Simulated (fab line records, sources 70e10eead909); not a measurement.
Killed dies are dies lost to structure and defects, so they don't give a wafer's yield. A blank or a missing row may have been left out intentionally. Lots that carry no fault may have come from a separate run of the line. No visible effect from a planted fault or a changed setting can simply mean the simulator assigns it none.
Which tool did it? :: flow nandHarc :: 36 wafers from 12 lots sampled at 5 of the route's 1159 steps

## WHAT THE GAUGES READ, wafer by wafer
NHARC_END_SORT_01.
lot: L262
measured: day 20 02:30
on: prober-01
killedAtArray: 18 33 24
killedAtOther: 1 2 0
killedAtPeriphery: 3 6 7
killedDies: 22 41 31
killedOpen: 2 4 1
killedShort: 0 2 0

lot: L261
measured: day 20 23:46
on: prober-01
killedAtArray: 15 22 27
killedAtOther: 2 0 0
killedAtPeriphery: 5 1 4
killedDies: 22 23 31
killedOpen: 6 0 3
killedShort: 1 1 1

lot: L263
measured: day 20 15:57
on: prober-01
killedAtArray: 34 35 34
killedAtOther: 1 2 1
killedAtPeriphery: 6 4 2
killedDies: 41 41 37
killedOpen: 4 3 2
killedShort: 1 1 2

lot: L264
measured: day 20 16:48
on: prober-02
killedAtArray: 11 14 15
killedAtOther: 0 0 0
killedAtPeriphery: 5 5 1
killedDies: 16 19 16
killedOpen: 0 5 4
killedShort: 0 0 0

lot: L265
measured: day 21 05:58
on: prober-01
killedAtArray: 19 24 26
killedAtOther: 0 0 1
killedAtPeriphery: 0 3 5
killedDies: 19 27 32
killedOpen: 3 2 8
killedShort: 2 3 0

lot: L267
measured: day 21 18:22
on: prober-02
killedAtArray: 19 19 11
killedAtOther: 0 0 0
killedAtPeriphery: 3 2 3
killedDies: 22 21 14
killedOpen: 4 8 1
killedShort: 2 3 3

lot: L268
measured: day 21 18:23
on: prober-01
killedAtArray: 39 36 34
killedAtOther: 1 0 0
killedAtPeriphery: 3 6 1
killedDies: 43 42 35
killedOpen: 1 6 3
killedShort: 2 3 2

lot: L272
measured: day 23 04:37
on: prober-01
killedAtArray: 22 336 23
killedAtOther: 0 1 2
killedAtPeriphery: 5 4 5
killedDies: 27 341 30
killedOpen: 3 5 0
killedShort: 2 1 3

lot: L277
measured: day 23 19:14
on: prober-01
killedAtArray: 16 15 20
killedAtOther: 0 0 1
killedAtPeriphery: 0 1 5
killedDies: 16 16 26
killedOpen: 1 2 3
killedShort: 1 2 2

lot: L278
measured: day 24 05:10
on: prober-02
killedAtArray: 32 42 41
killedAtOther: 0 0 0
killedAtPeriphery: 0 3 1
killedDies: 32 45 42
killedOpen: 2 5 3
killedShort: 1 2 1

lot: L280
measured: day 24 18:59
on: prober-01
killedAtArray: 14 20 20
killedAtOther: 0 0 0
killedAtPeriphery: 1 2 3
killedDies: 15 22 23
killedOpen: 2 1 4
killedShort: 3 3 3

lot: L279
measured: day 25 12:18
on: prober-01
killedAtArray: 30 26 30
killedAtOther: 4 4 2
killedAtPeriphery: 6 2 2
killedDies: 40 32 34
killedOpen: 4 6 5
killedShort: 2 1 1

## TOOL THAT RAN EACH LOT (tool first, then ch and the chambers of the sampled wafers, then the start)
lot: L262
NHARC_A_STAIRCASE_ETCH_188: rieDiel-04 ch 0,1,3, day 11 22:40 or earlier
NHARC_A_STAIRCASE_ETCH_190: rieDiel-04 ch 1,3, day 11 22:40
NHARC_A_STAIRCASE_TRIM_191: rieDiel-04 ch 1,2, day 20 02:30 or earlier
NHARC_A_STAIRCASE_TRIM_198: rieDiel-04 ch 0,1, day 20 02:30 or earlier

lot: L261
NHARC_A_STAIRCASE_ETCH_188: rieDiel-01 ch 0,2,3, day 11 23:56 or earlier
NHARC_A_STAIRCASE_ETCH_190: rieDiel-01 ch 0,1,3, day 11 23:56
NHARC_A_STAIRCASE_TRIM_191: rieDiel-01 ch 1,2,3, day 20 23:46 or earlier
NHARC_A_STAIRCASE_TRIM_198: rieDiel-02 ch 1,3, day 20 23:46 or earlier

lot: L263
NHARC_A_STAIRCASE_ETCH_188: rieDiel-04 ch 0,3, day 12 05:52 or earlier
NHARC_A_STAIRCASE_ETCH_190: rieDiel-04 ch 1,2,3, day 12 05:52
NHARC_A_STAIRCASE_TRIM_191: rieDiel-04 ch 1,2,3, day 20 15:57 or earlier
NHARC_A_STAIRCASE_TRIM_198: rieDiel-01 ch 0,2, day 20 15:57 or earlier

lot: L264
NHARC_A_STAIRCASE_ETCH_188: rieDiel-02 ch 0,1,3, day 12 05:51 or earlier
NHARC_A_STAIRCASE_ETCH_190: rieDiel-02 ch 0,2,3, day 12 05:51
NHARC_A_STAIRCASE_TRIM_191: rieDiel-02 ch 0,1, day 20 16:48 or earlier
NHARC_A_STAIRCASE_TRIM_198: rieDiel-04 ch 0,1,3, day 20 16:48 or earlier

lot: L265
NHARC_A_STAIRCASE_ETCH_188: rieDiel-02 ch 1,2, day 12 23:28 or earlier
NHARC_A_STAIRCASE_ETCH_190: rieDiel-02 ch 0,1,3, day 12 23:28
NHARC_A_STAIRCASE_TRIM_191: rieDiel-02 ch 0,2,3, day 21 05:58 or earlier
NHARC_A_STAIRCASE_TRIM_198: rieDiel-02 ch 0,2,3, day 21 05:58 or earlier

lot: L267
NHARC_A_STAIRCASE_ETCH_188: rieDiel-04 ch 0,1,3, day 13 18:22 or earlier
NHARC_A_STAIRCASE_ETCH_190: rieDiel-04 ch 0,1,2, day 13 18:22
NHARC_A_STAIRCASE_TRIM_191: rieDiel-04 ch 0,1,3, day 21 18:22 or earlier
NHARC_A_STAIRCASE_TRIM_198: rieDiel-01 ch 0,1, day 21 18:22 or earlier

lot: L268
NHARC_A_STAIRCASE_ETCH_188: rieDiel-01 ch 0,1,2, day 13 21:13 or earlier
NHARC_A_STAIRCASE_ETCH_190: rieDiel-01 ch 0,1,2, day 13 21:13
NHARC_A_STAIRCASE_TRIM_191: rieDiel-01 ch 0,1,2, day 21 18:23 or earlier
NHARC_A_STAIRCASE_TRIM_198: rieDiel-02 ch 0,1,2, day 21 18:23 or earlier

lot: L272
NHARC_A_STAIRCASE_ETCH_188: rieDiel-01 ch 0,1,3, day 14 16:10 or earlier
NHARC_A_STAIRCASE_ETCH_190: rieDiel-01 ch 0,1,2, day 14 16:10
NHARC_A_STAIRCASE_TRIM_191: rieDiel-01 ch 0,1,3, day 23 04:37 or earlier
NHARC_A_STAIRCASE_TRIM_198: rieDiel-04 ch 0,1,2, day 23 04:37 or earlier

lot: L277
NHARC_A_STAIRCASE_ETCH_188: rieDiel-04 ch 0,1,2, day 15 11:14 or earlier
NHARC_A_STAIRCASE_ETCH_190: rieDiel-04 ch 1,2,3, day 15 11:14
NHARC_A_STAIRCASE_TRIM_191: rieDiel-04 ch 0,1,2, day 23 19:14 or earlier
NHARC_A_STAIRCASE_TRIM_198: rieDiel-01 ch 1,2,3, day 23 19:14 or earlier

lot: L278
NHARC_A_STAIRCASE_ETCH_188: rieDiel-02 ch 0,1, day 16 04:20 or earlier
NHARC_A_STAIRCASE_ETCH_190: rieDiel-02 ch 0,1,2, day 16 04:20
NHARC_A_STAIRCASE_TRIM_191: rieDiel-02 ch 0,1, day 24 05:10 or earlier
NHARC_A_STAIRCASE_TRIM_198: rieDiel-02 ch 0,1, day 24 05:10 or earlier

lot: L280
NHARC_A_STAIRCASE_ETCH_188: rieDiel-04 ch 0,1,2, day 16 09:18 or earlier
NHARC_A_STAIRCASE_ETCH_190: rieDiel-04 ch 0,1, day 16 09:18
NHARC_A_STAIRCASE_TRIM_191: rieDiel-04 ch 1,2, day 24 18:59 or earlier
NHARC_A_STAIRCASE_TRIM_198: rieDiel-04 ch 0,1,2, day 24 18:59 or earlier

lot: L279
NHARC_A_STAIRCASE_ETCH_188: rieDiel-04 ch 2,3, day 16 16:58 or earlier
NHARC_A_STAIRCASE_ETCH_190: rieDiel-04 ch 0,2, day 16 16:58
NHARC_A_STAIRCASE_TRIM_191: rieDiel-04 ch 0,1, day 25 12:18 or earlier
NHARC_A_STAIRCASE_TRIM_198: rieDiel-04 ch 0,2,3, day 25 12:18 or earlier
- NHARC_A_STAIRCASE_ETCH_188: etches the open film in C4F8/O2, target depth 100 nm, time 40.5 s.
- NHARC_A_STAIRCASE_ETCH_190: etches the open film in C4F8/O2, target depth 100 nm, time 40.5 s.
- NHARC_A_STAIRCASE_TRIM_191: chemistry O2, time 211.2 s.
- NHARC_A_STAIRCASE_TRIM_198: chemistry O2, time 211.2 s.

## WHAT THE TOOLS THEMSELVES READ (means of the sampled wafers that have a number; where no wafer has one, the mark that the record gives instead)
NHARC_A_STAIRCASE_ETCH_188.
lot: L262
tool: rieDiel-04
oesProductAu (a.u.): 0.920
rfFwdPowerW (W): 594.7
rfVppV (V): 894
runLengthS (s): 61.6

lot: L261
tool: rieDiel-01
oesProductAu (a.u.): 0.938
rfFwdPowerW (W): 592.1
rfVppV (V): 893
runLengthS (s): 61.4

lot: L263
tool: rieDiel-04
oesProductAu (a.u.): 0.929
rfFwdPowerW (W): 594.7
rfVppV (V): 894
runLengthS (s): 61.5

lot: L264
tool: rieDiel-02
oesProductAu (a.u.): 0.952
rfFwdPowerW (W): 591.6
rfVppV (V): 896
runLengthS (s): 61.6

lot: L265
tool: rieDiel-02
oesProductAu (a.u.): 0.933
rfFwdPowerW (W): 590.8
rfVppV (V): 895
runLengthS (s): 61.7

lot: L267
tool: rieDiel-04
oesProductAu (a.u.): 0.932
rfFwdPowerW (W): 593.4
rfVppV (V): 894
runLengthS (s): 61.4

lot: L268
tool: rieDiel-01
oesProductAu (a.u.): 0.957
rfFwdPowerW (W): 591.1
rfVppV (V): 890
runLengthS (s): 61.6

lot: L272
tool: rieDiel-01
oesProductAu (a.u.): 0.957
rfFwdPowerW (W): 592.0
rfVppV (V): 897
runLengthS (s): 61.6

lot: L277
tool: rieDiel-04
oesProductAu (a.u.): 0.947
rfFwdPowerW (W): 592.1
rfVppV (V): 895
runLengthS (s): 62.1

lot: L278
tool: rieDiel-02
oesProductAu (a.u.): 0.960
rfFwdPowerW (W): 592.2
rfVppV (V): 897
runLengthS (s): 61.1

lot: L280
tool: rieDiel-04
oesProductAu (a.u.): 0.942
rfFwdPowerW (W): 592.5
rfVppV (V): 894
runLengthS (s): 61.9

lot: L279
tool: rieDiel-04
oesProductAu (a.u.): 0.951
rfFwdPowerW (W): 593.4
rfVppV (V): 893
runLengthS (s): 62.3

NHARC_A_STAIRCASE_ETCH_190.
lot: L262
tool: rieDiel-04
oesProductAu (a.u.): 0.939
rfFwdPowerW (W): 592.5
rfVppV (V): 893
runLengthS (s): 61.2

lot: L261
tool: rieDiel-01
oesProductAu (a.u.): 0.939
rfFwdPowerW (W): 590.9
rfVppV (V): 891
runLengthS (s): 61.7

lot: L263
tool: rieDiel-04
oesProductAu (a.u.): 0.942
rfFwdPowerW (W): 594.3
rfVppV (V): 894
runLengthS (s): 61.7

lot: L264
tool: rieDiel-02
oesProductAu (a.u.): 0.951
rfFwdPowerW (W): 593.5
rfVppV (V): 891
runLengthS (s): 62.0

lot: L265
tool: rieDiel-02
oesProductAu (a.u.): 0.942
rfFwdPowerW (W): 590.5
rfVppV (V): 896
runLengthS (s): 61.5

lot: L267
tool: rieDiel-04
oesProductAu (a.u.): 0.943
rfFwdPowerW (W): 593.2
rfVppV (V): 895
runLengthS (s): 61.9

lot: L268
tool: rieDiel-01
oesProductAu (a.u.): 0.943
rfFwdPowerW (W): 590.6
rfVppV (V): 888
runLengthS (s): 61.6

lot: L272
tool: rieDiel-01
oesProductAu (a.u.): 0.954
rfFwdPowerW (W): 591.8
rfVppV (V): 895
runLengthS (s): 65.1

lot: L277
tool: rieDiel-04
oesProductAu (a.u.): 0.924
rfFwdPowerW (W): 592.4
rfVppV (V): 893
runLengthS (s): 61.8

lot: L278
tool: rieDiel-02
oesProductAu (a.u.): 0.956
rfFwdPowerW (W): 591.1
rfVppV (V): 899
runLengthS (s): 61.8

lot: L280
tool: rieDiel-04
oesProductAu (a.u.): 0.941
rfFwdPowerW (W): 595.2
rfVppV (V): 896
runLengthS (s): 61.8

lot: L279
tool: rieDiel-04
oesProductAu (a.u.): 0.941
rfFwdPowerW (W): 592.1
rfVppV (V): 894
runLengthS (s): 62.3

NHARC_A_STAIRCASE_TRIM_191.
lot: L262
tool: rieDiel-04
drypumpMotorCurrentA (A): 5.6
oesProductAu (a.u.): 1.012
rfVppV (V): 58.0
showerheadPlenumPTorr (Torr): 3.51
throttleValvePct (%): 17.034

lot: L261
tool: rieDiel-01
drypumpMotorCurrentA (A): 5.5
oesProductAu (a.u.): 1.009
rfVppV (V): 58.5
showerheadPlenumPTorr (Torr): 3.43
throttleValvePct (%): 17.040

lot: L263
tool: rieDiel-04
drypumpMotorCurrentA (A): 5.4
oesProductAu (a.u.): 1.010
rfVppV (V): 57.4
showerheadPlenumPTorr (Torr): 3.47
throttleValvePct (%): 17.033

lot: L264
tool: rieDiel-02
drypumpMotorCurrentA (A): 5.8
oesProductAu (a.u.): 1.001
rfVppV (V): 57.4
showerheadPlenumPTorr (Torr): 3.52
throttleValvePct (%): 17.034

lot: L265
tool: rieDiel-02
drypumpMotorCurrentA (A): 5.5
oesProductAu (a.u.): 1.009
rfVppV (V): 57.7
showerheadPlenumPTorr (Torr): 3.43
throttleValvePct (%): 17.039

lot: L267
tool: rieDiel-04
drypumpMotorCurrentA (A): 5.3
oesProductAu (a.u.): 1.002
rfVppV (V): 57.5
showerheadPlenumPTorr (Torr): 3.48
throttleValvePct (%): 17.037

lot: L268
tool: rieDiel-01
drypumpMotorCurrentA (A): 5.6
oesProductAu (a.u.): 1.005
rfVppV (V): 58.1
showerheadPlenumPTorr (Torr): 3.33
throttleValvePct (%): 17.040

lot: L272
tool: rieDiel-01
drypumpMotorCurrentA (A): 5.3
oesProductAu (a.u.): 1.006
rfVppV (V): 58.3
showerheadPlenumPTorr (Torr): 3.56
throttleValvePct (%): 17.035

lot: L277
tool: rieDiel-04
drypumpMotorCurrentA (A): 5.4
oesProductAu (a.u.): 0.999
rfVppV (V): 57.9
showerheadPlenumPTorr (Torr): 3.50
throttleValvePct (%): 17.027

lot: L278
tool: rieDiel-02
drypumpMotorCurrentA (A): 5.8
oesProductAu (a.u.): 1.010
rfVppV (V): 57.6
showerheadPlenumPTorr (Torr): 3.50
throttleValvePct (%): 17.043

lot: L280
tool: rieDiel-04
drypumpMotorCurrentA (A): 5.6
oesProductAu (a.u.): 1.005
rfVppV (V): 57.5
showerheadPlenumPTorr (Torr): 3.49
throttleValvePct (%): 17.036

lot: L279
tool: rieDiel-04
drypumpMotorCurrentA (A): 5.2
oesProductAu (a.u.): 1.015
rfVppV (V): 58.4
showerheadPlenumPTorr (Torr): 3.51
throttleValvePct (%): 17.029

NHARC_A_STAIRCASE_TRIM_198.
lot: L262
tool: rieDiel-04
drypumpMotorCurrentA (A): 5.4
oesProductAu (a.u.): 0.996
rfVppV (V): 57.8
showerheadPlenumPTorr (Torr): 3.53
throttleValvePct (%): 17.038

lot: L261
tool: rieDiel-02
drypumpMotorCurrentA (A): 5.4
oesProductAu (a.u.): 1.008
rfVppV (V): 57.7
showerheadPlenumPTorr (Torr): 3.56
throttleValvePct (%): 17.038

lot: L263
tool: rieDiel-01
drypumpMotorCurrentA (A): 6.0
oesProductAu (a.u.): 1.013
rfVppV (V): 57.3
showerheadPlenumPTorr (Torr): 3.35
throttleValvePct (%): 17.029

lot: L264
tool: rieDiel-04
drypumpMotorCurrentA (A): 5.3
oesProductAu (a.u.): 0.990
rfVppV (V): 57.8
showerheadPlenumPTorr (Torr): 3.48
throttleValvePct (%): 17.047

lot: L265
tool: rieDiel-02
drypumpMotorCurrentA (A): 5.5
oesProductAu (a.u.): 1.007
rfVppV (V): 56.9
showerheadPlenumPTorr (Torr): 3.43
throttleValvePct (%): 17.035

lot: L267
tool: rieDiel-01
drypumpMotorCurrentA (A): 5.5
oesProductAu (a.u.): 1.009
rfVppV (V): 57.0
showerheadPlenumPTorr (Torr): 3.29
throttleValvePct (%): 17.042

lot: L268
tool: rieDiel-02
drypumpMotorCurrentA (A): 5.5
oesProductAu (a.u.): 1.016
rfVppV (V): 57.8
showerheadPlenumPTorr (Torr): 3.45
throttleValvePct (%): 17.036

lot: L272
tool: rieDiel-04
drypumpMotorCurrentA (A): 5.5
oesProductAu (a.u.): 1.004
rfVppV (V): 58.4
showerheadPlenumPTorr (Torr): 3.50
throttleValvePct (%): 17.038

lot: L277
tool: rieDiel-01
drypumpMotorCurrentA (A): 5.5
oesProductAu (a.u.): 1.002
rfVppV (V): 57.4
showerheadPlenumPTorr (Torr): 3.59
throttleValvePct (%): 17.041

lot: L278
tool: rieDiel-02
drypumpMotorCurrentA (A): 5.7
oesProductAu (a.u.): 1.019
rfVppV (V): 58.6
showerheadPlenumPTorr (Torr): 3.54
throttleValvePct (%): 17.039

lot: L280
tool: rieDiel-04
drypumpMotorCurrentA (A): 5.5
oesProductAu (a.u.): 1.003
rfVppV (V): 57.9
showerheadPlenumPTorr (Torr): 3.50
throttleValvePct (%): 17.036

lot: L279
tool: rieDiel-04
drypumpMotorCurrentA (A): 5.6
oesProductAu (a.u.): 1.001
rfVppV (V): 58.0
showerheadPlenumPTorr (Torr): 3.44
throttleValvePct (%): 17.040

## THE ANSWER, worked out from the rows above alone
Rule: what is usual is taken from the lots themselves. Put in order of their means at a reading, lots are off if they are a third of the lots or fewer, leave a main group of 4 or more, and stand apart from it by a gap of 3 or more times the standard deviation of the main group's means; of several such gaps the widest counts. A main group is skipped when, at the precision printed for the reading in the tables above, its means are all equal. A lot without any number at a reading at which 4 lots or more have one is off too. The other lots that the step has rows for count as sound. After the gauges, taken in route order, come the tools' own readings; for these a lot's mean is taken, as printed above. The first step at which some lot is off is used, and at that step the reading that is off furthest; a lot without a number counts as furthest.
Off, at NHARC_END_SORT_01 on killedAtArray: L272. Mean 25 and standard deviation 8.2 in the main group.
A tool fits if, at a process step before that reading, it ran every lot that is off, and no sound lot after the first of them. Not tried: the gauges at NHARC_END_SORT_01; whatever is off there is also off at NHARC_A_STAIRCASE_ETCH_190, on other tools, and gauge error can't account for it. NHARC_A_STAIRCASE_ETCH_188 gives no start for some lots, so the hours and the order of its lots are those of NHARC_A_STAIRCASE_ETCH_190. NHARC_A_STAIRCASE_TRIM_191 gives no start for some lots, so the hours and the order of its lots are those of NHARC_END_SORT_01. NHARC_A_STAIRCASE_TRIM_198 gives no start for some lots, so the hours and the order of its lots are those of NHARC_END_SORT_01. One candidate fits, namely rieDiel-01 at NHARC_A_STAIRCASE_ETCH_188 and NHARC_A_STAIRCASE_ETCH_190 and NHARC_A_STAIRCASE_TRIM_191. At NHARC_A_STAIRCASE_ETCH_188 its last sound lot is L268 (day 13 21:13), its first lot that is off L272 (day 14 16:10): a fault that began between those two fits.

## WHAT WAS PUT IN BY THE SIMULATOR
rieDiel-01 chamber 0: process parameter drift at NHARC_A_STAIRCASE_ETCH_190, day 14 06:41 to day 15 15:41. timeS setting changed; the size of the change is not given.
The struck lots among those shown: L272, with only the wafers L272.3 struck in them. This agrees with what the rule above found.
